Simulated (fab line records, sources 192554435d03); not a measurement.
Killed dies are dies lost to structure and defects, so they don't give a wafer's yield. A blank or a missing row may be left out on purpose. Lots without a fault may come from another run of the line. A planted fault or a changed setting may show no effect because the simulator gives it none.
Chamber matching | flow n5_finfet | N5_BEOL_M10_STRIP_67 on rie_diel-03: 4 sister chambers
The step strips in CF4. 8 wafers are shown with their chamber, then 8 later ones without.

WAFERS WITH THEIR CHAMBER
wafer  | chamber | drypump_motor_current_A (A) | showerhead_plenum_p_Torr (Torr)
L074.5 | 3       | 6.3                         | 1.77
L076.3 | 3       | 6.3                         | 1.77
L077.4 | 2       | 6.6                         | 1.75
L088.4 | 0       | 5.8                         | 1.73
L090.1 | 1       | 5.1                         | 1.76
L090.4 | 1       | 5.1                         | 1.76
L090.6 | 0       | 5.8                         | 1.73
L092.1 | 2       | 6.7                         | 1.74

WAFERS WITHOUT THEIR CHAMBER
wafer  | drypump_motor_current_A (A) | showerhead_plenum_p_Torr (Torr)
L092.2 | 5.8                         | 1.72
L092.4 | 5.2                         | 1.76
L093.1 | 5.8                         | 1.72
L093.4 | 6.3                         | 1.76
L093.5 | 5.1                         | 1.76
L095.1 | 6.3                         | 1.76
L095.3 | 6.6                         | 1.74
L095.6 | 5.8                         | 1.72

WHICH CHAMBER EACH WENT THROUGH
wafer  | from the rows above | in truth
L092.2 | 0                   | 0
L092.4 | 1                   | 1
L093.1 | 0                   | 0
L093.4 | 3                   | 3
L093.5 | 1                   | 1
L095.1 | 3                   | 3
L095.3 | 2                   | 2
L095.6 | 0                   | 0
Placed correctly: 8 of 8. Can't be placed from these rows: 0. Placed wrongly: 0.
How it was worked out, from the rows above alone: a wafer's distance from a chamber is the root of the sum, over the readings, of the square of ((its reading less the chamber's mean) divided by the reading's scatter). The wafer belongs to the nearest chamber; if the next one is less than 2 further off, it can't be placed. A chamber's mean is the mean of its shown wafers. The scatter: the root of (the sum of the squares of (reading less its chamber's mean) over the shown wafers, divided by (wafers less chambers)).
